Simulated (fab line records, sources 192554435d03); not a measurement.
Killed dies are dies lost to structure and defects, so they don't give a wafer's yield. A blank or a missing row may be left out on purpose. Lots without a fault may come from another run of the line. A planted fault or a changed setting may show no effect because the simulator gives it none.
fab line records | flow n5_finfet
record lots=7 wafers=39
route steps=1938 shown ZERO_LAYER@4 FIN_SAQP@130 SD_EPI_N@288 HKMG_FIN@414 BEOL_M0@731 BEOL_M2@918 BEOL_M4@1062 BEOL_M6@1212 BEOL_M8@1344 BEOL_M12@1650 TV_LITHO@1886 PASSIVATION@1936
start_h: hours from the record's first day to the start of the lot's first wafer shown | wait_h: hours since the lot's step before | " the same as in the row above | L1.1+2: a row that stands for several wafers | - no value, or no start given | * or withheld: withheld | < > ~ a bound
route shown NAME@n: a module of which the file shows steps, and the number in the route of the first | usual: mean/standard deviation of fault-free wafers | same: alike in all rows | chamber/n: place in a boat | sites: the reading at each site | _std_site: their standard deviation | _edge_site: outer sites' mean less inner sites' | radius_mm: how far each site lies from the wafer's centre | mask NAME#n: copy n | behind: the tool/chamber that last shaped the wafer | hold: why the lot was held/for how many hours/how that ended | device: the transistor (n, p or np) that didn't switch | end of line: the same wafers' tests at the end of the route | a step without rows: its recipe alone | killed: dies lost to structure and defects at the first sort, not the wafer's yield | map: a wafer's dies, x killed, . not, _ none there
set.NAME: the setting as run; set.NAME@STEP: as run at that earlier step | model.NAME: the simulator's own value behind a step, which no gauge read
lots whose settings were changed on purpose; a table a step, a row a wafer
## steps
# step N5_ZERO_LAYER_PECVD_02
# recipe material=SiO2 target_thk_a=100 temp_c=400 precursor=SiH4/N2O pressure_torr=0.75 rf_w=275 time_s=6
# step N5_FIN_SAQP_ETCH_65
# recipe chemistry=CF4 target=SiO2 target_depth_a=40 ion_energy_ev=350 time_s=4.4 pressure_mtorr=10 icp_w=800 bias_w=400 cf4_flow_sccm=80
# step N5_SD_EPI_N_EPI_21
# recipe material=Si:P dopant=P temp_c=680 pressure_torr=255 time_s=690
# step N5_HKMG_FIN_RTA_80
# recipe temp_c=withheld time_s=2 ambient=N2 idle_temp_c=600 ramp_up_c_per_s=150 ramp_down_c_per_s=60 cool_to_c=600
# step N5_BEOL_M0_ALD_136
# recipe material=TaN target_thk_a=* temp_c=275 ald_precursor_family=PDMAT ald_co_reactant=NH3 pressure_torr=3 carrier_flow_sccm=1500 pulse_time_s=2 purge_time_s=3 co_reactant_purge_time_s=2 co_reactant_pulse_time_s=3 ald_cycles=30 precursor_vessel_temp_c=75 precursor_vessel_pressure_torr=26.25 precursor_vessel_carrier_sccm=1000
# step N5_BEOL_M2_SPUTTER_94
# recipe material=Cu target_thk_a=45 temp_c=-20 chamber_pressure_pa=0.07 power_w=withheld time_s=8.29
# step N5_BEOL_M4_ALD_98
# recipe material=SiO2 target_thk_a=25 temp_c=100 ald_precursor_family=BDEAS ald_co_reactant=O2-plasma pulse_time_s=1 co_reactant_pulse_time_s=1 purge_time_s=2 co_reactant_purge_time_s=2 ald_cycles=17 pressure_torr=2
# step N5_BEOL_M6_ETCH_62
# recipe chemistry=N2/H2 target=SOC target_depth_a=1100 overetch_a=220 mask_material=SiARC temp_c=40 time_s=165 ion_energy_ev=200 pressure_mtorr=30 source_w=840 bias_w=150 n2_flow_sccm=200 h2_flow_sccm=200
# step N5_BEOL_M8_DEVELOP_10
# recipe develop_time_s=30 developer=TMAH resist=CAR-ArF rinse_liquid=diw dry=air_spin dev_temp_c=23
# step N5_BEOL_M12_SPUTTER_45
# recipe material=Cu target_thk_a=800 temp_c=-20 bias_v=60 power_w=26000 chamber_pressure_pa=0.13 time_s=13.33
# step N5_PASSIVATION_DESCUM_12
# recipe chemistry=O2 time_s=7.9 source_power_w=50 bias_power_w=20 pressure_mtorr=20 rf_frequency_hz=2.712e+07 temp_c=40 o2_flow_sccm=225
# step N5_PASSIVATION_PROBE_49
# usual defect_limited_yield=91.2/1.4 killed_at_M4_up=13/5.1 killed_dies=104/16 sort_bin_6_memory=3.3/0.69 sort_n_pass=1076/16
# columns lot.wafer tool chamber start_h wait_h set.time_s@ZERO_LAYER_PECVD_02 set.time_s@FIN_SAQP_ETCH_65 set.time_s@SD_EPI_N_EPI_21 set.time_s@HKMG_FIN_RTA_80 set.co_reactant_pulse_time_s@BEOL_M0_ALD_136 set.time_s@BEOL_M2_SPUTTER_94 set.ald_cycles@BEOL_M4_ALD_98 set.time_s@BEOL_M6_ETCH_62 set.develop_time_s@BEOL_M8_DEVELOP_10 set.time_s@BEOL_M12_SPUTTER_45 set.time_s@PASSIVATION_DESCUM_12 defect_limited_yield[%] killed_at_M4_up killed_dies sort_bin_6_memory[%] sort_n_pass
L074.1 prober-02 - 266.31 0.0 6 2.252 690 3.168 3 8.29 14 165 22.06 13.33 5.626 92.6 9 87 2.1 1093
L074.2 prober-02 - 266.36 0.1 7.266 4.4 690 3.168 1.332 8.29 17 165 30 8.948 5.626 90.2 37 116 3.6 1063
L074.3 prober-02 - 266.41 0.1 7.266 2.252 690 3.168 3 8.29 17 215.7 22.06 8.948 7.9 89.6 41 123 3.6 1057
L074.4 prober-02 - 266.46 0.2 6 2.252 690 2 1.332 8.29 17 215.7 22.06 13.33 7.9 92.4 16 90 3.3 1090
L074.5 prober-02 - 266.51 0.2 6 4.4 690 2 1.332 8.29 14 215.7 30 13.33 7.9 90.0 8 118 3.1 1062
L074.6 prober-02 - 266.56 0.3 7.266 4.4 690 2 3 8.29 14 165 30 8.948 5.626 88.2 39 139 4.7 1041
L077.1 prober-02 - 298.40 0.0 6 4.4 690 2 3 8.29 17 165 30 13.33 7.9 91.9 16 96 2.1 1084
L077.2 prober-02 - 298.45 0.1 6 4.4 690 2 3 8.29 17 165 30 13.33 7.9 90.2 13 116 3.5 1064
L077.3 prober-02 - 298.50 0.1 6 4.4 690 2 3 8.29 17 165 30 13.33 7.9 91.9 15 95 3.1 1085
L078.1 prober-01 - 312.24 0.0 6 2.15 690 0.8366 3 11.85 21 81.9 30 13.33 4.565 0 1121 1180 2.4 0
L078.2 prober-01 - 312.29 0.1 8.381 4.4 690 0.8366 3 8.29 17 165 30 13.33 7.9 92.8 12 85 2.6 1065
L078.3 prober-01 - 312.34 0.1 8.381 4.4 1037 2 3 11.85 17 81.9 30 13.33 7.9 0 1090 1180 4.1 0
L078.4 prober-01 - 312.39 0.2 8.381 2.15 690 2 3 8.29 17 81.9 12.24 13.33 4.565 0 1082 1180 4.1 0
L078.5 prober-01 - 312.44 0.2 6 2.15 1037 0.8366 3 11.85 21 165 12.24 13.33 7.9 90.8 14 108 3.7 1054
L078.6 prober-01 - 312.49 0.3 6 4.4 1037 2 3 8.29 21 165 12.24 13.33 4.565 89.2 23 127 4.2 1053
L084.1 prober-02 - 344.00 0.0 6 4.4 690 2.302 2.145 12.31 8 165 30 13.33 7.9 91.9 14 96 3.4 1084
L084.2 prober-02 - 344.05 0.1 9.454 5.402 690 2.302 3 8.29 17 165 43.2 16.64 4.238 92.1 12 93 2.4 1087
L084.3 prober-02 - 344.10 0.1 6 4.4 690 2.302 3 12.31 8 98.47 43.2 16.64 7.9 0 1102 1180 2.9 0
L084.4 prober-02 - 344.15 0.2 9.454 4.4 690 2 3 8.29 17 98.47 30 16.64 4.238 0 1099 1180 3.6 0
L084.5 prober-02 - 344.20 0.2 9.454 5.402 690 2 2.145 8.29 8 165 43.2 13.33 4.238 90.3 10 115 3.9 1065
L084.6 prober-02 - 344.25 0.3 6 5.402 690 2 2.145 12.31 17 98.47 30 13.33 7.9 0 1055 1180 4.6 0
L086.1 prober-01 - 357.96 0.0 2.678 4.4 690 2.314 3 3.343 17 196 45.06 13.33 9.674 11.6 8 1043 2.4 137
L086.2 prober-01 - 358.01 0.1 6 4.4 690 2.314 3 8.29 17 196 30 13.33 7.9 91.4 12 101 3.1 1079
L086.3 prober-01 - 358.06 0.1 2.678 4.4 690 2.314 3 3.343 17 165 30 13.33 9.674 90.0 14 118 3.6 1062
L086.4 prober-01 - 358.11 0.2 2.678 4.4 690 2 3 8.29 17 196 45.06 10.29 7.9 90.5 19 112 4.0 1068
L086.5 prober-01 - 358.16 0.2 6 4.4 690 2 3 8.29 17 165 45.06 10.29 7.9 0.4 16 1175 2.6 5
L086.6 prober-01 - 358.21 0.3 6 4.4 690 2 3 3.343 17 165 30 10.29 9.674 16.6 15 984 2.6 196
L095.1 prober-01 - 410.35 0.0 7.245 6.893 296.2 1.565 3 9.907 22 165 30 13.33 7.9 91.7 9 98 3.2 668
L095.2 prober-01 - 410.40 0.1 7.245 4.4 690 2 3 9.907 22 165 39.8 5.629 7.9 76.6 177 276 9.2 904
L095.3 prober-01 - 410.45 0.1 7.245 6.893 690 2 3 8.29 22 165 30 5.629 3.261 78.0 167 260 8.2 920
L095.4 prober-01 - 410.50 0.2 6 6.893 296.2 1.565 3 8.29 17 165 30 13.33 3.261 89.8 9 120 4.3 1060
L095.5 prober-01 - 410.55 0.2 6 4.4 296.2 2 3 8.29 17 165 39.8 5.629 3.261 79.7 165 240 7.6 906
L095.6 prober-01 - 410.60 0.3 6 4.4 690 1.565 3 9.907 17 165 39.8 13.33 7.9 90.5 12 112 3.9 1068
L094.1 prober-02 - 410.58 0.0 2.435 6.446 690 0.9889 3 8.29 10 165 36.04 8.515 6.029 90.6 35 111 4.0 1069
L094.2 prober-02 - 410.63 0.1 6 4.4 690 2 1.96 8.29 17 165 30 13.33 7.9 92.0 12 94 2.5 1086
L094.3 prober-02 - 410.68 0.1 2.435 6.446 307.4 2 1.96 12.07 10 165 36.04 13.33 7.9 93.4 12 78 2.4 1092
L094.4 prober-02 - 410.73 0.2 6 6.446 307.4 2 3 8.29 10 165 30 8.515 6.029 88.1 39 141 4.4 1029
L094.5 prober-02 - 410.78 0.2 6 4.4 690 0.9889 1.96 12.07 17 165 30 13.33 6.029 91.3 9 103 3.1 1077
L094.6 prober-02 - 410.83 0.3 2.435 4.4 307.4 0.9889 3 12.07 17 165 36.04 8.515 7.9 88.6 43 135 3.8 1045
# killed by level:class
L074.1 MOL_CONTACT_COAG:geometric_particle:open=19 BEOL_M1:geometric_particle:short=5 BEOL_M2:geometric_particle:open=5 FIN_SAQP:geometric_particle:open=4 GATE_CUT:geometric_particle:short=4 MOL_CONTACT_COAG:geometric_particle:short=4 BEOL_M3:geometric_particle:open=4 STI_FIN_REVEAL:geometric_particle:open=3
L074.2 BEOL_M12:interface_void_opened=22 MOL_CONTACT_COAG:geometric_particle:open=12 BEOL_M3:geometric_particle:open=11 FIN_SAQP:geometric_particle:open=8 BEOL_M4:geometric_particle:open=7 BEOL_M2:geometric_particle:open=6 STI_FIN_REVEAL:geometric_particle:open=5 MOL_CONTACT_COAG:geometric_particle:short=5
L074.3 BEOL_M12:interface_void_opened=25 MOL_CONTACT_COAG:geometric_particle:open=17 FIN_SAQP:geometric_particle:open=13 BEOL_M2:geometric_particle:open=7 BEOL_M3:geometric_particle:open=6 BEOL_M4:geometric_particle:open=6 GATE_CUT:geometric_particle:short=5 STARTING-WAFER:geometric_particle:open=5
L074.4 MOL_CONTACT_COAG:geometric_particle:open=13 ILD0:geometric_particle:short=6 STI_FIN_REVEAL:geometric_particle:open=6 GATE_CUT:geometric_particle:open=6 FIN_SAQP:geometric_particle:short=5 BEOL_M1:geometric_particle:open=5 BEOL_M0_SAQP:geometric_particle:open=4 GATE_CUT:geometric_particle:short=4
L074.5 MOL_CONTACT_COAG:geometric_particle:open=21 BEOL_M2:geometric_particle:open=13 BEOL_M3:geometric_particle:open=13 STI_FIN_REVEAL:geometric_particle:open=9 MOL_CONTACT_COAG:geometric_particle:short=6 BEOL_M0_SAQP:geometric_particle:open=6 STARTING-WAFER:geometric_particle:short=5 BEOL_M0_SAQP:geometric_particle:short=4
L074.6 BEOL_M12:interface_void_opened=30 STI_FIN_REVEAL:geometric_particle:open=10 MOL_CONTACT_COAG:geometric_particle:open=9 BEOL_M3:geometric_particle:open=8 BEOL_M3:geometric_particle:short=7 FIN_SAQP:geometric_particle:short=6 GATE_CUT:geometric_particle:short=6 BEOL_M0_SAQP:geometric_particle:short=6
L077.1 STI_FIN_REVEAL:geometric_particle:open=19 FIN_SAQP:geometric_particle:open=12 BEOL_M4:geometric_particle:open=10 BEOL_M0_SAQP:geometric_particle:short=9 FIN_SAQP:geometric_particle:short=8 DUMMY_GATE:geometric_particle:open=6 MOL_CONTACT_COAG:geometric_particle:open=6 BEOL_M2:geometric_particle:open=6
L077.2 FIN_SAQP:geometric_particle:open=20 BEOL_M2:geometric_particle:open=11 FIN_SAQP:geometric_particle:short=10 BEOL_M0_SAQP:geometric_particle:open=10 BEOL_M0_SAQP:geometric_particle:short=8 STI_FIN_REVEAL:geometric_particle:open=7 MOL_CONTACT_COAG:geometric_particle:open=7 BEOL_M4:geometric_particle:open=6
L077.3 BEOL_M4:geometric_particle:open=10 BEOL_M2:geometric_particle:open=8 BEOL_M0_SAQP:geometric_particle:open=8 BEOL_M0_SAQP:geometric_particle:short=8 STI_FIN_REVEAL:geometric_particle:open=7 FIN_SAQP:geometric_particle:short=6 MOL_CONTACT_COAG:geometric_particle:open=6 FIN_SAQP:geometric_particle:open=5
L078.1 BEOL_M6:area_etch=1115 BEOL_M0_SAQP:geometric_particle:open=8 BEOL_M3:geometric_particle:open=8 GATE_CUT:geometric_particle:open=4 FIN_SAQP:geometric_particle:short=3 DUMMY_GATE:geometric_particle:open=3 MOL_CONTACT_COAG:geometric_particle:open=3 GATE_CUT:geometric_particle:short=3
L078.2 BEOL_M2:geometric_particle:open=8 FIN_SAQP:geometric_particle:open=7 BEOL_M0_SAQP:geometric_particle:open=7 BEOL_M1:geometric_particle:open=7 MOL_CONTACT_COAG:geometric_particle:open=6 BEOL_M0_SAQP:geometric_particle:short=6 GATE_CUT:geometric_particle:short=5 STI_FIN_REVEAL:geometric_particle:open=4
L078.3 BEOL_M6:area_etch=1072 BEOL_M2:geometric_particle:open=12 BEOL_M0_SAQP:geometric_particle:open=11 BEOL_M0_SAQP:geometric_particle:short=9 MOL_CONTACT_COAG:area_etch=9 FIN_SAQP:geometric_particle:short=7 FIN_SAQP:geometric_particle:open=5 MOL_CONTACT_COAG:geometric_particle:open=5
L078.4 BEOL_M6:area_etch=1064 MOL_CONTACT_COAG:geometric_particle:open=18 BEOL_M0_SAQP:geometric_particle:short=10 BEOL_M0_SAQP:geometric_particle:open=7 BEOL_M1:geometric_particle:open=7 BEOL_M2:geometric_particle:open=7 FIN_SAQP:geometric_particle:short=6 FIN_SAQP:geometric_particle:open=6
L078.5 FIN_SAQP:geometric_particle:short=11 BEOL_M2:geometric_particle:open=10 BEOL_M3:geometric_particle:open=9 BEOL_M1:geometric_particle:open=8 BEOL_M0_SAQP:geometric_particle:open=7 FIN_SAQP:geometric_particle:open=6 DUMMY_GATE:geometric_particle:open=6 STI_FIN_REVEAL:geometric_particle:open=5
L078.6 MOL_CONTACT_COAG:geometric_particle:open=17 FIN_SAQP:geometric_particle:short=16 BEOL_M1:geometric_particle:open=13 FIN_SAQP:geometric_particle:open=10 BEOL_M0_SAQP:geometric_particle:short=9 BEOL_M4:geometric_particle:open=5 STARTING-WAFER:geometric_particle:open=5 GATE_CUT:geometric_particle:short=4
L084.1 STI_FIN_REVEAL:geometric_particle:open=15 BEOL_M2:geometric_particle:open=8 BEOL_M1:geometric_particle:open=6 FIN_SAQP:geometric_particle:short=5 MOL_CONTACT_COAG:geometric_particle:open=5 BEOL_M0_SAQP:geometric_particle:open=5 FIN_SAQP:geometric_particle:open=4 BEOL_M0:geometric_particle:open=4
L084.2 BEOL_M3:geometric_particle:open=12 MOL_CONTACT_COAG:geometric_particle:open=11 STI_FIN_REVEAL:geometric_particle:open=7 STI_FIN_REVEAL:geometric_particle:short=6 BEOL_M2:geometric_particle:open=6 BEOL_M4:geometric_particle:open=5 FIN_SAQP:geometric_particle:open=4 BEOL_M0_SAQP:geometric_particle:short=4
L084.3 BEOL_M6:area_etch=1084 BEOL_M3:geometric_particle:open=13 MOL_CONTACT_COAG:geometric_particle:open=7 BEOL_M4:geometric_particle:open=7 FIN_SAQP:geometric_particle:open=6 BEOL_M0:geometric_particle:open=6 BEOL_M1:geometric_particle:open=5 STARTING-WAFER:geometric_particle:short=5
L084.4 BEOL_M6:area_etch=1086 STI_FIN_REVEAL:geometric_particle:open=14 MOL_CONTACT_COAG:geometric_particle:open=10 BEOL_M0_SAQP:geometric_particle:short=8 DUMMY_GATE:geometric_particle:open=6 BEOL_M2:geometric_particle:open=6 MOL_CONTACT_COAG:geometric_particle:short=4 BEOL_M0_SAQP:geometric_particle:open=4
L084.5 STI_FIN_REVEAL:geometric_particle:open=15 BEOL_M0_SAQP:geometric_particle:open=14 BEOL_M0_SAQP:geometric_particle:short=12 BEOL_M3:geometric_particle:open=9 FIN_SAQP:geometric_particle:open=8 BEOL_M0:geometric_particle:open=8 FIN_SAQP:geometric_particle:short=6 MOL_CONTACT_COAG:geometric_particle:open=6
L084.6 BEOL_M6:area_etch=1044 STI_FIN_REVEAL:geometric_particle:open=25 FIN_SAQP:geometric_particle:open=15 BEOL_M1:geometric_particle:open=14 BEOL_M0_SAQP:geometric_particle:open=12 BEOL_M0_SAQP:geometric_particle:short=9 BEOL_M0:geometric_particle:open=8 BEOL_M3:geometric_particle:open=7
L086.1 MOL_CONTACT_COAG:area_etch=972 BEOL_M2:geometric_particle:open=8 BEOL_M3:geometric_particle:open=8 FIN_SAQP:geometric_particle:short=5 STARTING-WAFER:geometric_particle:short=5 BEOL_M4:geometric_particle:open=4 FIN_SAQP:geometric_particle:open=3 STI_FIN_REVEAL:geometric_particle:open=3
L086.2 BEOL_M0_SAQP:geometric_particle:short=15 BEOL_M0_SAQP:geometric_particle:open=12 FIN_SAQP:geometric_particle:open=9 MOL_CONTACT_COAG:geometric_particle:open=8 BEOL_M1:geometric_particle:open=5 BEOL_M3:geometric_particle:open=5 STI_FIN_REVEAL:geometric_particle:open=4 DUMMY_GATE:geometric_particle:open=4
L086.3 BEOL_M0_SAQP:geometric_particle:open=11 BEOL_M1:geometric_particle:open=10 DUMMY_GATE:geometric_particle:open=8 FIN_SAQP:geometric_particle:open=7 MOL_CONTACT_COAG:geometric_particle:open=7 HKMG_FIN:area_etch=7 BEOL_M3:geometric_particle:open=6 STI_FIN_REVEAL:geometric_particle:open=5
L086.4 FIN_SAQP:geometric_particle:open=15 STI_FIN_REVEAL:geometric_particle:open=10 MOL_CONTACT_COAG:geometric_particle:open=6 BEOL_M0_SAQP:geometric_particle:open=6 BEOL_M0_SAQP:geometric_particle:short=6 FIN_SAQP:geometric_particle:short=5 BEOL_M1:geometric_particle:open=5 BEOL_M4:geometric_particle:open=5
L086.5 MOL_CONTACT_COAG:area_etch=1096 STI_FIN_REVEAL:geometric_particle:open=11 BEOL_M0_SAQP:geometric_particle:short=8 MOL_CONTACT_COAG:geometric_particle:short=4 BEOL_M3:geometric_particle:open=4 STARTING-WAFER:geometric_particle:short=4 BEOL_M5:geometric_particle:short=4 BEOL_M12:interface_void_opened=4
L086.6 MOL_CONTACT_COAG:area_etch=886 MOL_CONTACT_COAG:geometric_particle:open=13 FIN_SAQP:geometric_particle:open=9 BEOL_M0_SAQP:geometric_particle:short=7 BEOL_M3:geometric_particle:open=7 STI_FIN_REVEAL:geometric_particle:open=6 BEOL_M12:interface_void_opened=6 BEOL_M0_SAQP:geometric_particle:open=4
L095.1 STI_FIN_REVEAL:geometric_particle:open=13 FIN_SAQP:geometric_particle:open=11 BEOL_M1:geometric_particle:open=10 MOL_CONTACT_COAG:geometric_particle:open=9 BEOL_M0_SAQP:geometric_particle:short=6 BEOL_M2:geometric_particle:open=6 BEOL_M3:geometric_particle:open=6 MOL_CONTACT_COAG:geometric_particle:short=4
L095.2 BEOL_M12:interface_void_opened=163 BEOL_M0_SAQP:geometric_particle:open=15 MOL_CONTACT_COAG:geometric_particle:open=14 FIN_SAQP:geometric_particle:short=12 BEOL_M0_SAQP:geometric_particle:short=11 BEOL_M3:geometric_particle:open=11 FIN_SAQP:geometric_particle:open=9 BEOL_M4:geometric_particle:open=6
L095.3 BEOL_M12:interface_void_opened=161 STI_FIN_REVEAL:geometric_particle:open=21 BEOL_M3:geometric_particle:open=15 BEOL_M0_SAQP:geometric_particle:open=12 MOL_CONTACT_COAG:geometric_particle:open=7 BEOL_M0_SAQP:geometric_particle:short=7 DUMMY_GATE:geometric_particle:open=4 STARTING-WAFER:geometric_particle:open=4
L095.4 BEOL_M2:geometric_particle:open=15 STI_FIN_REVEAL:geometric_particle:open=14 BEOL_M0_SAQP:geometric_particle:open=13 BEOL_M3:geometric_particle:open=12 BEOL_M1:geometric_particle:open=9 FIN_SAQP:geometric_particle:short=8 BEOL_M0_SAQP:geometric_particle:short=7 STI_FIN_REVEAL:geometric_particle:short=6
L095.5 BEOL_M12:interface_void_opened=152 BEOL_M0_SAQP:geometric_particle:short=11 BEOL_M0_SAQP:geometric_particle:open=11 FIN_SAQP:geometric_particle:short=9 BEOL_M4:geometric_particle:open=6 STI_FIN_REVEAL:geometric_particle:open=5 MOL_CONTACT_COAG:geometric_particle:open=5 BEOL_M2:geometric_particle:open=5
L094.1 BEOL_M12:interface_void_opened=29 STI_FIN_REVEAL:geometric_particle:open=19 MOL_CONTACT_COAG:geometric_particle:open=8 FIN_SAQP:geometric_particle:open=6 BEOL_M0_SAQP:geometric_particle:short=5 BEOL_M3:geometric_particle:short=5 BEOL_M0_SAQP:geometric_particle:open=4 MIM_TOP:geometric_particle:short=4
L095.6 STI_FIN_REVEAL:geometric_particle:open=17 FIN_SAQP:geometric_particle:short=11 MOL_CONTACT_COAG:geometric_particle:open=10 BEOL_M0_SAQP:geometric_particle:open=8 BEOL_M3:geometric_particle:open=7 BEOL_M0_SAQP:geometric_particle:short=6 BEOL_M2:geometric_particle:open=6 FIN_SAQP:geometric_particle:open=4
L094.2 STI_FIN_REVEAL:geometric_particle:open=14 FIN_SAQP:geometric_particle:open=10 BEOL_M0_SAQP:geometric_particle:open=9 BEOL_M0_SAQP:geometric_particle:short=8 BEOL_M4:geometric_particle:open=8 MOL_CONTACT_COAG:geometric_particle:open=6 BEOL_M1:geometric_particle:open=6 ILD0:geometric_particle:open=5
L094.3 BEOL_M0_SAQP:geometric_particle:short=17 STI_FIN_REVEAL:geometric_particle:open=15 BEOL_M0_SAQP:geometric_particle:open=10 BEOL_M1:geometric_particle:open=6 BEOL_M4:geometric_particle:open=5 BEOL_M4:geometric_particle:short=5 STI_FIN_REVEAL:geometric_particle:short=2 ILD0:geometric_particle:short=2
L094.4 BEOL_M12:interface_void_opened=28 STI_FIN_REVEAL:geometric_particle:open=23 STI_FIN_REVEAL:geometric_particle:short=9 DUMMY_GATE:geometric_particle:open=8 MOL_CONTACT_COAG:geometric_particle:open=8 BEOL_M1:geometric_particle:open=7 BEOL_M4:geometric_particle:open=7 BEOL_M0_SAQP:geometric_particle:open=6
L094.5 STI_FIN_REVEAL:geometric_particle:open=25 FIN_SAQP:geometric_particle:short=9 BEOL_M0_SAQP:geometric_particle:open=9 BEOL_M2:geometric_particle:open=8 BEOL_M0_SAQP:geometric_particle:short=6 FIN_SAQP:geometric_particle:open=5 BEOL_M1:geometric_particle:open=5 MOL_CONTACT_COAG:geometric_particle:open=4
L094.6 BEOL_M12:interface_void_opened=29 STI_FIN_REVEAL:geometric_particle:open=10 BEOL_M0_SAQP:geometric_particle:open=8 STI_FIN_REVEAL:geometric_particle:short=7 MOL_CONTACT_COAG:geometric_particle:open=7 BEOL_M0:geometric_particle:short=7 FIN_SAQP:geometric_particle:short=5 FIN_SAQP:geometric_particle:open=5
## key
split step=N5_ZERO_LAYER_PECVD_02 setting=time_s stated_as=6
response none clear
split step=N5_FIN_SAQP_ETCH_65 setting=time_s stated_as=4.4
response none clear
split step=N5_SD_EPI_N_EPI_21 setting=time_s stated_as=690
response none clear
split step=N5_HKMG_FIN_RTA_80 setting=time_s stated_as=2
response none clear
split step=N5_BEOL_M0_ALD_136 setting=co_reactant_pulse_time_s stated_as=3
response none clear
split step=N5_BEOL_M2_SPUTTER_94 setting=time_s stated_as=8.29
response none clear
split step=N5_BEOL_M4_ALD_98 setting=ald_cycles stated_as=17
response none clear
split step=N5_BEOL_M6_ETCH_62 setting=time_s stated_as=165
response step=N5_PASSIVATION_PROBE_49 reading=killed_at_M4_up slope=-17.8 per=1% together_with=all explained=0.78
response step=N5_PASSIVATION_PROBE_49 reading=defect_limited_yield slope=+1.67 per=1% together_with=all explained=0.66
response step=N5_PASSIVATION_PROBE_49 reading=killed_dies slope=-19.7 per=1% together_with=all explained=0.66
response step=N5_PASSIVATION_PROBE_49 reading=sort_n_pass slope=+19.5 per=1% together_with=all explained=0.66
split step=N5_BEOL_M8_DEVELOP_10 setting=develop_time_s stated_as=30
response none clear
split step=N5_BEOL_M12_SPUTTER_45 setting=time_s stated_as=13.33
response step=N5_PASSIVATION_PROBE_49 reading=sort_bin_6_memory slope=-0.0554 per=1% together_with=all explained=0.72
split step=N5_PASSIVATION_DESCUM_12 setting=time_s stated_as=7.9
response none clear
